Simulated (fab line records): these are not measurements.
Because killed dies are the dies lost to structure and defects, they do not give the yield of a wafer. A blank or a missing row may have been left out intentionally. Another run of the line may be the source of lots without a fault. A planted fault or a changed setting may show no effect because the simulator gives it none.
What tool caused it? + flow nandHarc + 24 lots, 72 wafers sampled, at 6 steps of a route of 1302

== WHAT THE GAUGES SHOWED, per wafer ==
The record lacks any reading of a measuring or inspecting step that a usual standard deviation could be used to judge.

== WHICH TOOL RAN EACH LOT (tool, then ch and the chambers of the sampled wafers, then the start) ==
| lot  | NHARC_A_STAIRCASE_ETCH_203                   | NHARC_A_STAIRCASE_STRIP_205         | NHARC_A_STAIRCASE_DESCUM_219      | NHARC_A_STAIRCASE_ETCH_230                 | NHARC_A_STAIRCASE_ETCH_236                   | NHARC_A_STAIRCASE_ETCH_451        |
|------|----------------------------------------------|-------------------------------------|-----------------------------------|--------------------------------------------|----------------------------------------------|-----------------------------------|
| L074 | rieDiel-13 ch 1,2, day 15 20:49 or earlier   | plasmaAsher-01 ch 0,1, day 15 20:49 | rieDiel-11 ch 0,2,3, day 15 22:21 | rieDiel-13 ch 1,2, no start                | rieDiel-13 ch 1,2, no start                  | rieDiel-02 ch 0,2,3, no start     |
| L075 | rieDiel-13 ch 1,2,3, day 16 11:18 or earlier | plasmaAsher-02 ch 0,1, day 16 11:18 | rieDiel-13 ch 0,3, day 16 12:49   | rieDiel-11 ch 0,1, no start                | rieDiel-11 ch 0,2,3, no start                | rieDiel-11 ch 2,3, no start       |
| L077 | rieDiel-11 ch 1,2,3, day 17 05:44 or earlier | plasmaAsher-02 ch 0,1, day 17 05:44 | rieDiel-13 ch 0,1,2, day 17 07:08 | rieDiel-11 ch 1,2,3, no start              | rieDiel-11 ch 0,1,3, no start                | rieDiel-11 ch 0,2,3, no start     |
| L076 | rieDiel-11 ch 0,2,3, day 17 06:02 or earlier | plasmaAsher-01 ch 0,1, day 17 06:02 | rieDiel-13 ch 0,2,3, day 17 07:28 | rieDiel-13 ch 1,3, no start                | rieDiel-13 ch 0,2, no start                  | rieDiel-11 ch 0,2,3, no start     |
| L078 | rieDiel-02 ch 0,1,3, day 17 21:14 or earlier | plasmaAsher-01 ch 0,1, day 17 21:14 | rieDiel-11 ch 0,2, day 17 22:31   | rieDiel-13 ch 0,1,2, no start              | rieDiel-13 ch 0,1,2, no start                | rieDiel-13 ch 0,1, no start       |
| L079 | rieDiel-13 ch 1,2,3, day 18 03:31 or earlier | plasmaAsher-01 ch 0,1, day 18 03:31 | rieDiel-11 ch 0,2, day 18 05:01   | rieDiel-11 ch 0,2, day 18 07:05            | rieDiel-11 ch 0,2, no start                  | rieDiel-02 ch 0,1, no start       |
| L080 | rieDiel-13 ch 0,3, day 18 17:40 or earlier   | plasmaAsher-01 ch 0,1, day 18 17:40 | rieDiel-13 ch 0,2,3, day 18 19:08 | rieDiel-13 ch 0,1,2, no start              | rieDiel-13 ch 1,2, no start                  | rieDiel-13 ch 0,2, no start       |
| L081 | rieDiel-02 ch 0,1,3, day 18 18:55 or earlier | plasmaAsher-01 ch 0,1, day 18 18:55 | rieDiel-02 ch 0,3, day 18 20:22   | rieDiel-11 ch 0,2, day 18 21:49            | rieDiel-11 ch 0,2, no start                  | rieDiel-02 ch 0,2,3, no start     |
| L083 | rieDiel-13 ch 0,1, day 19 08:59 or earlier   | plasmaAsher-01 ch 0,1, day 19 08:59 | rieDiel-11 ch 0,1,2, day 19 10:14 | rieDiel-11 ch 0,2, no start                | rieDiel-11 ch 0,1, no start                  | rieDiel-13 ch 0,1,3, no start     |
| L082 | rieDiel-02 ch 0,1, day 19 09:26 or earlier   | plasmaAsher-02 ch 0,1, day 19 09:26 | rieDiel-02 ch 0,1, day 19 10:49   | rieDiel-02 ch 1,2,3, no start              | rieDiel-02 ch 0,3, no start                  | rieDiel-02 ch 0,3, no start       |
| L084 | rieDiel-13 ch 0,1,2, day 20 04:54 or earlier | plasmaAsher-02 ch 0,1, day 20 04:54 | rieDiel-11 ch 0,2, day 20 06:16   | rieDiel-13 ch 1,2,3, no start              | rieDiel-13 ch 1,3, no start                  | rieDiel-02 ch 0,3, no start       |
| L085 | rieDiel-13 ch 1,3, day 20 11:44 or earlier   | plasmaAsher-02 ch 0,1, day 20 11:44 | rieDiel-13 ch 2,3, day 20 13:15   | rieDiel-13 ch 1,2,3, no start              | rieDiel-13 ch 1,3, no start                  | rieDiel-02 ch 2,3, no start       |
| L086 | rieDiel-13 ch 0,1,3, day 21 02:01 or earlier | plasmaAsher-01 ch 0,1, day 21 02:01 | rieDiel-02 ch 0,1, day 21 03:32   | rieDiel-11 ch 1,2, no start                | rieDiel-11 ch 2,3, no start                  | rieDiel-13 ch 1,3, no start       |
| L087 | rieDiel-13 ch 0,3, day 21 15:14 or earlier   | plasmaAsher-02 ch 0,1, day 21 15:14 | rieDiel-11 ch 0,1,3, day 21 16:37 | rieDiel-13 ch 1,3, day 22 02:05 or earlier | rieDiel-13 ch 1,2,3, day 22 02:05 or earlier | rieDiel-11 ch 0,1,2, day 22 02:05 |
| L088 | rieDiel-13 ch 0,1,2, day 22 09:35 or earlier | plasmaAsher-02 ch 0,1, day 22 09:35 | rieDiel-02 ch 0,1, day 22 10:58   | rieDiel-02 ch 0,1,3, no start              | rieDiel-02 ch 0,2,3, no start                | rieDiel-11 ch 1,2,3, no start     |
| L089 | rieDiel-11 ch 1,2,3, day 22 10:32 or earlier | plasmaAsher-01 ch 0,1, day 22 10:32 | rieDiel-13 ch 0,1,2, day 22 11:56 | rieDiel-13 ch 2,3, no start                | rieDiel-13 ch 1,2,3, no start                | rieDiel-02 ch 0,1, no start       |
| L091 | rieDiel-11 ch 0,1,2, day 22 21:06 or earlier | plasmaAsher-02 ch 0,1, day 22 21:06 | rieDiel-02 ch 0,1,2, day 22 22:43 | rieDiel-02 ch 0,1,2, no start              | rieDiel-02 ch 1,2,3, no start                | rieDiel-13 ch 0,2,3, no start     |
| L090 | rieDiel-02 ch 0,1, day 22 22:03 or earlier   | plasmaAsher-02 ch 0,1, day 22 22:03 | rieDiel-11 ch 0,1,3, day 22 23:35 | rieDiel-11 ch 1,2,3, no start              | rieDiel-11 ch 2,3, no start                  | rieDiel-02 ch 2,3, no start       |
| L092 | rieDiel-13 ch 0,1,2, day 23 23:58 or earlier | plasmaAsher-02 ch 0,1, day 23 23:58 | rieDiel-02 ch 1,2, day 24 01:30   | rieDiel-13 ch 1,2, no start                | rieDiel-13 ch 0,1,2, no start                | rieDiel-13 ch 1,2, no start       |
| L094 | rieDiel-02 ch 1,2, day 24 07:48 or earlier   | plasmaAsher-01 ch 0,1, day 24 07:48 | rieDiel-13 ch 0,2, day 24 09:05   | rieDiel-11 ch 0,3, no start                | rieDiel-11 ch 0,3, no start                  | rieDiel-11 ch 0,1,3, no start     |
| L093 | rieDiel-11 ch 0,1,3, day 24 07:46 or earlier | plasmaAsher-02 ch 0,1, day 24 07:46 | rieDiel-02 ch 0,2,3, day 24 09:19 | rieDiel-13 ch 0,2, no start                | rieDiel-13 ch 0,1,2, no start                | rieDiel-13 ch 1,2, no start       |
| L095 | rieDiel-13 ch 0,2, day 25 01:40 or earlier   | plasmaAsher-02 ch 1, day 25 01:40   | rieDiel-02 ch 1,2,3, day 25 03:52 | rieDiel-11 ch 0,1, no start                | rieDiel-11 ch 1,2,3, no start                | rieDiel-11 ch 1,2,3, no start     |
| L096 | rieDiel-11 ch 0,1,3, day 25 16:17 or earlier | plasmaAsher-02 ch 0, day 25 16:17   | rieDiel-13 ch 0,2, day 25 17:49   | rieDiel-13 ch 0,1,2, no start              | rieDiel-13 ch 0,1,2, no start                | rieDiel-11 ch 1,2, no start       |
| L097 | rieDiel-02 ch 0,2,3, day 25 21:25 or earlier | plasmaAsher-01 ch 1, day 25 21:25   | rieDiel-13 ch 1,2, day 25 22:56   | rieDiel-13 ch 0,1,2, no start              | rieDiel-13 ch 1,2, no start                  | rieDiel-02 ch 0,1,2, no start     |
- NHARC_A_STAIRCASE_ETCH_203: etches the open film in C4F8/O2, target depth 100 nm, time 40.5 s.
- NHARC_A_STAIRCASE_STRIP_205: strips in O2.
- NHARC_A_STAIRCASE_DESCUM_219: chemistry O2, time 3 s.
- NHARC_A_STAIRCASE_ETCH_230: etches the open film in C4F8/O2, target depth 100 nm, time 40.5 s.
- NHARC_A_STAIRCASE_ETCH_236: etches the open film in C4F8/O2, target depth 100 nm, time 40.5 s.
- NHARC_A_STAIRCASE_ETCH_451: etches the open film in CF4/O2, target depth 30 nm, overetch 3 nm, time 16.5 s.

== WHAT THE TOOLS THEMSELVES READ (means of the sampled wafers that have a number; where no wafer has one, the mark that the record gives instead) ==
NHARC_A_STAIRCASE_ETCH_203. Usual: oesProductAu 0.940 a.u., standard deviation 0.013; rfVppV 895 V, standard deviation 4.1.
| lot  | tool       | oesProductAu (a.u.) | rfVppV (V) | flag |
|------|------------|---------------------|------------|------|
| L074 | rieDiel-13 | 0.932               | 892        |      |
| L075 | rieDiel-13 | 0.947               | 895        |      |
| L077 | rieDiel-11 | 0.944               | 894        |      |
| L076 | rieDiel-11 | 0.950               | 893        |      |
| L078 | rieDiel-02 | 0.938               | 897        |      |
| L079 | rieDiel-13 | 0.952               | 895        |      |
| L080 | rieDiel-13 | 0.937               | 899        |      |
| L081 | rieDiel-02 | 0.938               | 896        |      |
| L083 | rieDiel-13 | 0.952               | 895        |      |
| L082 | rieDiel-02 | 0.934               | 898        |      |
| L084 | rieDiel-13 | 0.949               | 896        |      |
| L085 | rieDiel-13 | 0.932               | 896        |      |
| L086 | rieDiel-13 | 0.940               | 896        |      |
| L087 | rieDiel-13 | 0.938               | 899        |      |
| L088 | rieDiel-13 | 0.948               | 895        |      |
| L089 | rieDiel-11 | 0.943               | 893        |      |
| L091 | rieDiel-11 | 0.944               | 895        |      |
| L090 | rieDiel-02 | 0.934               | 897        |      |
| L092 | rieDiel-13 | 0.919               | 895        |      |
| L094 | rieDiel-02 | 0.940               | 895        |      |
| L093 | rieDiel-11 | 0.931               | 892        |      |
| L095 | rieDiel-13 | 0.937               | 896        |      |
| L096 | rieDiel-11 | 0.919               | 891        |      |
| L097 | rieDiel-02 | 0.950               | 895        |      |

NHARC_A_STAIRCASE_STRIP_205. Usual: drypumpMotorCurrentA 5.6 A, standard deviation 0.64; heaterPowerW 311 W, standard deviation 36; tempC 249.97 C, standard deviation 0.2.
| lot  | tool           | drypumpMotorCurrentA (A) | heaterPowerW (W) | tempC (C) | flag |
|------|----------------|--------------------------|------------------|-----------|------|
| L074 | plasmaAsher-01 | 6.2                      | 348              | 250.12    |      |
| L075 | plasmaAsher-02 | 5.0                      | 286              | 249.95    |      |
| L077 | plasmaAsher-02 | 5.3                      | 280              | 249.81    |      |
| L076 | plasmaAsher-01 | 6.3                      | 352              | 250.29    |      |
| L078 | plasmaAsher-01 | 6.2                      | 351              | 250.06    |      |
| L079 | plasmaAsher-01 | 6.2                      | 343              | 250.16    |      |
| L080 | plasmaAsher-01 | 6.2                      | 356              | 250.09    |      |
| L081 | plasmaAsher-01 | 6.2                      | 352              | 249.70    |      |
| L083 | plasmaAsher-01 | 6.2                      | 358              | 250.13    |      |
| L082 | plasmaAsher-02 | 5.0                      | 282              | 249.75    |      |
| L084 | plasmaAsher-02 | 5.3                      | 280              | 249.88    |      |
| L085 | plasmaAsher-02 | 5.3                      | 283              | 249.81    |      |
| L086 | plasmaAsher-01 | 6.2                      | 349              | 250.10    |      |
| L087 | plasmaAsher-02 | 5.3                      | 274              | 249.84    |      |
| L088 | plasmaAsher-02 | 5.0                      | 277              | 249.87    |      |
| L089 | plasmaAsher-01 | 6.2                      | 349              | 250.13    |      |
| L091 | plasmaAsher-02 | 5.3                      | 277              | 250.05    |      |
| L090 | plasmaAsher-02 | 5.3                      | 275              | 250.11    |      |
| L092 | plasmaAsher-02 | 5.0                      | 279              | 250.11    |      |
| L094 | plasmaAsher-01 | 6.2                      | 343              | 249.86    |      |
| L093 | plasmaAsher-02 | 5.3                      | 277              | 249.96    |      |
| L095 | plasmaAsher-02 | 5.6                      | 275              | 249.78    |      |
| L096 | plasmaAsher-02 | 4.7                      | 274              | 249.99    |      |
| L097 | plasmaAsher-01 | 6.2                      | 342              | 250.09    |      |

NHARC_A_STAIRCASE_DESCUM_219. Usual: drypumpMotorCurrentA 5.7 A, standard deviation 0.52; oesProductAu 0.998 a.u., standard deviation 0.0093; rfVppV 57.7 V, standard deviation 0.88; showerheadPlenumPTorr 1.90 Torr, standard deviation 0.057; throttleValvePct 11.311 %, standard deviation 0.009.
| lot  | tool       | drypumpMotorCurrentA (A) | oesProductAu (a.u.) | rfVppV (V) | showerheadPlenumPTorr (Torr) | throttleValvePct (%) | flag |
|------|------------|--------------------------|---------------------|------------|------------------------------|----------------------|------|
| L074 | rieDiel-11 | 6.1                      | 1.003               | 58.9       | 1.87                         | 11.302               |      |
| L075 | rieDiel-13 | 5.8                      | 0.993               | 58.2       | 1.98                         | 11.316               |      |
| L077 | rieDiel-13 | 5.4                      | 1.008               | 57.6       | 1.91                         | 11.303               |      |
| L076 | rieDiel-13 | 5.6                      | 1.013               | 57.2       | 1.95                         | 11.313               |      |
| L078 | rieDiel-11 | 6.2                      | 1.004               | 57.7       | 1.88                         | 11.312               |      |
| L079 | rieDiel-11 | 5.8                      | 1.003               | 57.3       | 1.92                         | 11.313               |      |
| L080 | rieDiel-13 | 5.6                      | 1.005               | 57.3       | 1.95                         | 11.313               |      |
| L081 | rieDiel-02 | 5.2                      | 1.004               | 56.6       | 1.89                         | 11.298               |      |
| L083 | rieDiel-11 | 5.9                      | 0.997               | 58.8       | 1.90                         | 11.316               |      |
| L082 | rieDiel-02 | 5.5                      | 0.994               | 57.5       | 1.94                         | 11.306               |      |
| L084 | rieDiel-11 | 5.8                      | 0.989               | 57.7       | 1.91                         | 11.315               |      |
| L085 | rieDiel-13 | 5.9                      | 1.003               | 57.9       | 1.92                         | 11.310               |      |
| L086 | rieDiel-02 | 5.5                      | 0.996               | 57.0       | 1.93                         | 11.319               |      |
| L087 | rieDiel-11 | 6.1                      | 0.987               | 57.0       | 1.85                         | 11.303               |      |
| L088 | rieDiel-02 | 5.5                      | 0.987               | 57.7       | 1.93                         | 11.312               |      |
| L089 | rieDiel-13 | 5.4                      | 1.000               | 58.0       | 1.90                         | 11.309               |      |
| L091 | rieDiel-02 | 5.9                      | 0.999               | 56.7       | 1.92                         | 11.317               |      |
| L090 | rieDiel-11 | 6.1                      | 0.989               | 58.0       | 1.84                         | 11.314               |      |
| L092 | rieDiel-02 | 6.3                      | 0.999               | 56.6       | 1.92                         | 11.324               |      |
| L094 | rieDiel-13 | 5.4                      | 0.990               | 57.2       | 1.96                         | 11.315               |      |
| L093 | rieDiel-02 | 5.5                      | 0.994               | 57.6       | 1.88                         | 11.308               |      |
| L095 | rieDiel-02 | 5.9                      | 1.004               | 58.2       | 1.89                         | 11.312               |      |
| L096 | rieDiel-13 | 5.2                      | 0.988               | 57.6       | 1.91                         | 11.310               |      |
| L097 | rieDiel-13 | 5.4                      | 0.998               | 57.6       | 1.83                         | 11.313               |      |

NHARC_A_STAIRCASE_ETCH_230. Usual: oesProductAu 0.946 a.u., standard deviation 0.017; rfVppV 895 V, standard deviation 4.
| lot  | tool       | oesProductAu (a.u.) | rfVppV (V) | flag |
|------|------------|---------------------|------------|------|
| L074 | rieDiel-13 | 0.966               | 894        |      |
| L075 | rieDiel-11 | 0.958               | 894        |      |
| L077 | rieDiel-11 | 0.981               | 895        |      |
| L076 | rieDiel-13 | 0.942               | 892        |      |
| L078 | rieDiel-13 | 0.925               | 896        |      |
| L079 | rieDiel-11 | 0.953               | 896        |      |
| L080 | rieDiel-13 | 0.935               | 895        |      |
| L081 | rieDiel-11 | 0.949               | 893        |      |
| L083 | rieDiel-11 | 0.931               | 896        |      |
| L082 | rieDiel-02 | 0.952               | 895        |      |
| L084 | rieDiel-13 | 0.966               | 894        |      |
| L085 | rieDiel-13 | 0.945               | 894        |      |
| L086 | rieDiel-11 | 0.950               | 898        |      |
| L087 | rieDiel-13 | 0.956               | 895        |      |
| L088 | rieDiel-02 | 0.942               | 896        |      |
| L089 | rieDiel-13 | 0.948               | 895        |      |
| L091 | rieDiel-02 | 0.943               | 897        |      |
| L090 | rieDiel-11 | 0.952               | 893        |      |
| L092 | rieDiel-13 | 0.937               | 893        |      |
| L094 | rieDiel-11 | 0.953               | 887        |      |
| L093 | rieDiel-13 | 0.926               | 897        |      |
| L095 | rieDiel-11 | 0.933               | 894        |      |
| L096 | rieDiel-13 | 0.936               | 894        |      |
| L097 | rieDiel-13 | 0.940               | 894        |      |

NHARC_A_STAIRCASE_ETCH_236. Usual: oesProductAu 0.940 a.u., standard deviation 0.012; rfVppV 895 V, standard deviation 4.1.
| lot  | tool       | oesProductAu (a.u.) | rfVppV (V) | flag |
|------|------------|---------------------|------------|------|
| L074 | rieDiel-13 | 0.947               | 894        |      |
| L075 | rieDiel-11 | 0.951               | 893        |      |
| L077 | rieDiel-11 | 0.947               | 892        |      |
| L076 | rieDiel-13 | 0.948               | 900        |      |
| L078 | rieDiel-13 | 0.949               | 895        |      |
| L079 | rieDiel-11 | 0.933               | 895        |      |
| L080 | rieDiel-13 | 0.940               | 892        |      |
| L081 | rieDiel-11 | 0.932               | 895        |      |
| L083 | rieDiel-11 | 0.937               | 894        |      |
| L082 | rieDiel-02 | 0.943               | 896        |      |
| L084 | rieDiel-13 | 0.936               | 893        |      |
| L085 | rieDiel-13 | 0.936               | 893        |      |
| L086 | rieDiel-11 | 0.940               | 895        |      |
| L087 | rieDiel-13 | 0.948               | 894        |      |
| L088 | rieDiel-02 | 0.948               | 895        |      |
| L089 | rieDiel-13 | 0.953               | 894        |      |
| L091 | rieDiel-02 | 0.945               | 895        |      |
| L090 | rieDiel-11 | 0.925               | 895        |      |
| L092 | rieDiel-13 | 0.923               | 895        |      |
| L094 | rieDiel-11 | 0.938               | 888        |      |
| L093 | rieDiel-13 | 0.927               | 895        |      |
| L095 | rieDiel-11 | 0.941               | 893        |      |
| L096 | rieDiel-13 | 0.941               | 895        |      |
| L097 | rieDiel-13 | 0.920               | 891        |      |

NHARC_A_STAIRCASE_ETCH_451. Usual: drypumpMotorCurrentA 5.7 A, standard deviation 0.51; oes_o_777_au 1.000 a.u., standard deviation 0.0043; oesProductAu 0.999 a.u., standard deviation 0.01; rfVppV 197.4 V, standard deviation 1.2; showerheadPlenumPTorr 1.32 Torr, standard deviation 0.042; throttleValvePct 13.398 %, standard deviation 0.0094.
| lot  | tool       | drypumpMotorCurrentA (A) | oes_o_777_au (a.u.) | oesProductAu (a.u.) | rfVppV (V) | showerheadPlenumPTorr (Torr) | throttleValvePct (%) | flag |
|------|------------|--------------------------|---------------------|---------------------|------------|------------------------------|----------------------|------|
| L074 | rieDiel-02 | 5.5                      | 0.998               | 0.999               | 197.7      | 1.33                         | 13.403               |      |
| L075 | rieDiel-11 | 5.9                      | 0.999               | 1.009               | 196.7      | 1.29                         | 13.389               |      |
| L077 | rieDiel-11 | 6.1                      | 0.997               | 1.006               | 196.1      | 1.30                         | 13.401               |      |
| L076 | rieDiel-11 | 6.0                      | 0.996               | 1.012               | 196.6      | 1.30                         | 13.396               |      |
| L078 | rieDiel-13 | 5.6                      | 0.997               | 0.997               | 197.8      | 1.35                         | 13.405               |      |
| L079 | rieDiel-02 | 5.9                      | 0.998               | 0.996               | 197.6      | 1.36                         | 13.397               |      |
| L080 | rieDiel-13 | 5.2                      | 1.001               | 1.010               | 198.2      | 1.34                         | 13.401               |      |
| L081 | rieDiel-02 | 5.5                      | 1.000               | 0.995               | 196.5      | 1.33                         | 13.405               |      |
| L083 | rieDiel-13 | 5.8                      | 0.994               | 0.996               | 196.5      | 1.34                         | 13.393               |      |
| L082 | rieDiel-02 | 5.2                      | 1.003               | 0.993               | 197.8      | 1.32                         | 13.398               |      |
| L084 | rieDiel-02 | 5.1                      | 0.998               | 1.003               | 198.4      | 1.33                         | 13.396               |      |
| L085 | rieDiel-02 | 5.6                      | 1.003               | 1.005               | 197.2      | 1.30                         | 13.410               |      |
| L086 | rieDiel-13 | 5.8                      | 0.996               | 0.992               | 198.0      | 1.30                         | 13.395               |      |
| L087 | rieDiel-11 | 5.9                      | 0.999               | 0.992               | 197.8      | 1.32                         | 13.397               |      |
| L088 | rieDiel-11 | 5.8                      | 1.005               | 0.997               | 197.0      | 1.31                         | 13.403               |      |
| L089 | rieDiel-02 | 5.5                      | 0.996               | 0.998               | 197.6      | 1.35                         | 13.390               |      |
| L091 | rieDiel-13 | 5.6                      | 1.000               | 0.995               | 198.7      | 1.35                         | 13.397               |      |
| L090 | rieDiel-02 | 5.6                      | 0.998               | 0.998               | 197.4      | 1.30                         | 13.398               |      |
| L092 | rieDiel-13 | 5.2                      | 1.001               | 0.994               | 197.5      | 1.30                         | 13.400               |      |
| L094 | rieDiel-11 | 6.0                      | 0.998               | 0.984               | 196.5      | 1.28                         | 13.399               |      |
| L093 | rieDiel-13 | 5.2                      | 1.002               | 0.996               | 197.5      | 1.30                         | 13.401               |      |
| L095 | rieDiel-11 | 5.8                      | 0.995               | 0.995               | 196.9      | 1.31                         | 13.390               |      |
| L096 | rieDiel-11 | 5.6                      | 1.000               | 0.999               | 198.0      | 1.34                         | 13.400               |      |
| L097 | rieDiel-02 | 5.9                      | 1.004               | 1.016               | 198.1      | 1.33                         | 13.404               |      |

== THE ANSWER, worked out from the rows above alone ==
Rule: a lot counts as off when the mean over its wafers that have a number is more than 3 standard deviations away from the usual mean. A lot without any number at a reading at which 4 lots or more have one is off too. The other lots that the step has rows for count as sound. First the gauges in route order, then the tools' own readings, where a lot's mean is used as printed above. At the first step where some lot is off, the reading lying furthest off is the one used; lots without a number count as furthest.
Nothing can be told from this: no lot is off at any reading shown.

== WHAT THE SIMULATOR PUT IN ==
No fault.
